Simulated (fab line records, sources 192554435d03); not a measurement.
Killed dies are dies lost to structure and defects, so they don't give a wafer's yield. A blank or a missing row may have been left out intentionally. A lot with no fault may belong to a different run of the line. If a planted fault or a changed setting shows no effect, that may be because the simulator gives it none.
2 desks looking at one fault | flow n5 finfet | what lay behind the numbers comes last; until then each desk has only its own

DESK OF THE TOOL OWNER: rie diel-04
The tool's own readings at N5_BEOL_M6_ETCH_66 (etches SOC in N2/H2, target depth 80 nm, overetch 16 nm, time 120 s): means of the sampled wafers that have a number, for each lot that ran on this tool. The brackets show how far a lot's mean lies from the usual mean; more than 4 standard deviations puts the lot out of limits, marked OUT. Of its 8 readings 7 are shown: the one that was out of limits first, and those that lie furthest out on some lot.
Columns: A = drypump motor current A at N5_BEOL_M6_ETCH_66, usual 5.7 A; B = n2 flow sccm at N5_BEOL_M6_ETCH_66, usual 200.0 sccm; C = oes product au at N5_BEOL_M6_ETCH_66, usual 0.64 a.u.; D = rf fwd power W at N5_BEOL_M6_ETCH_66, usual 835.9 W; E = rf vpp V at N5_BEOL_M6_ETCH_66, usual 523.1 V; F = temp c at N5_BEOL_M6_ETCH_66, usual 39.99 C; G = throttle valve pct at N5_BEOL_M6_ETCH_66, usual 17.83 %
lot  | first seen here | A   | B     | C    | D               | E                | F     | G
L215 | day 9 15:28     | 6.2 | 199.9 | 0.59 | 831.9           | 523.5            | 39.95 | 17.96
L218 | day 9 22:22     | 5.8 | 199.8 | 0.62 | 835.1           | 523.3            | 40.10 | 17.73
L222 | day 10 20:44    | 5.8 | 200.8 | 0.66 | 836.9           | 522.5            | 39.89 | 17.90
L224 | day 11 20:08    | 5.9 | 200.5 | 0.63 | 768.1 (-24) OUT | 539.3 (+7.3) OUT | 39.90 | 17.67
L235 | day 14 08:19    | 5.9 | 200.2 | 0.62 | 833.7           | 523.0            | 40.06 | 17.87
Finding of this desk: L224 out of limits; the first was L224 at day 11 20:08, on rf fwd power W at N5_BEOL_M6_ETCH_66. Within limits: L215, L218, L222, L235.

THE METROLOGY DESK
Lot by lot, what the gauges showed, no matter which tool ran the lot: averages of those sampled wafers that carry a number. The brackets show how far a lot's mean lies from the usual mean; more than 4 standard deviations puts the lot out of limits, marked OUT.
Columns: A = M6_OVL at N5_BEOL_M6_OVL_MEAS_12, usual -0.3 nm; B = V5_OVL at N5_BEOL_M6_OVL_MEAS_29, usual -0.1 nm
lot  | first seen here | A    | B
L214 | day 8 17:07     | -0.5 | -0.4
L216 | day 8 20:26     | -0.3 | -0.1
L215 | day 9 13:08     | -1.4 | 0.3
L219 | day 9 19:00     | 0.4  | 0.7
L218 | day 9 21:19     | -0.7 | -0.2
L222 | day 10 19:41    | -0.3 | 0.5
L224 | day 11 17:25    | 0.3  | 0.7
L234 | day 13 23:15    | 1.1  | -0.5
L232 | day 13 23:19    | -0.2 | 0.1
L233 | day 13 23:53    | 0.4  | 0.9
L235 | day 14 06:59    | 0.3  | -0.2
Result from this desk: across the 11 lots, nothing is out of limits.

BROUGHT TOGETHER
On L224, at day 11 20:08, an alarm was possible from the tool owner's desk.
From the metrology desk's view, nothing was out of limits.
The metrology desk has L224 on record, within its limits.
Of the lots named, all ran N5_BEOL_M6_ETCH_66 on rie diel-04.

WHAT HAD BEEN PUT IN BY THE SIMULATOR
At N5_BEOL_M6_ETCH_66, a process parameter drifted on rie diel-04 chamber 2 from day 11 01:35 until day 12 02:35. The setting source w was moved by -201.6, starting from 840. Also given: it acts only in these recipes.
Shown lots that were struck: L224.
How many hours passed from the start of the fault until each desk's first out-of-limits reading: the tool owner's desk, 19.
